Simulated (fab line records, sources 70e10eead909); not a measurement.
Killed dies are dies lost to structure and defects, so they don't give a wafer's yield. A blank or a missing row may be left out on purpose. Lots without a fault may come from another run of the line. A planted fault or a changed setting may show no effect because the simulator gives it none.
Chamber matching | flow nand_harc | NHARC_A_CONTACT_ETCH_96 on rie_diel-10: 4 sister chambers
The step etches the open film in C4F6/O2, target depth 20 nm, time 10 s. 4 wafers are shown with their chamber, then 7 later ones without.

WAFERS WITH THEIR CHAMBER
wafer  | chamber | showerhead_plenum_p_Torr (Torr)
L183.6 | 3       | 3.93
L185.6 | 1       | 3.64
L195.1 | 2       | 3.96
L195.2 | 0       | 4.08

WAFERS WITHOUT THEIR CHAMBER
wafer  | showerhead_plenum_p_Torr (Torr)
L195.6 | 4.22
L196.2 | 4.22
L196.3 | 4.08
L196.6 | 3.95
L199.1 | 3.92
L199.5 | 3.92
L199.6 | 3.95

WHICH CHAMBER EACH WENT THROUGH
wafer  | from the rows above          | in truth
L195.6 | can't be placed: 0 or 2 or 3 | 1
L196.2 | can't be placed: 0 or 2 or 3 | 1
L196.3 | can't be placed: 0 or 2 or 3 | 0
L196.6 | can't be placed: 2 or 3 or 0 | 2
L199.1 | can't be placed: 3 or 2 or 0 | 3
L199.5 | can't be placed: 3 or 2 or 0 | 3
L199.6 | can't be placed: 2 or 3 or 0 | 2
Placed correctly: 0 of 7. Can't be placed from these rows: 7 (the true chamber is among the candidates in 5). Placed wrongly: 0.
How it was worked out, from the rows above alone: a wafer's distance from a chamber is the root of the sum, over the readings, of the square of ((its reading less the chamber's mean) divided by the reading's scatter). The wafer belongs to the nearest chamber; if the next one is less than 2 further off, it can't be placed. A chamber's mean is the mean of its shown wafers. The scatter: with one shown wafer a chamber, the root of the mean of the squares of how far each hidden wafer lies from its nearest shown one.
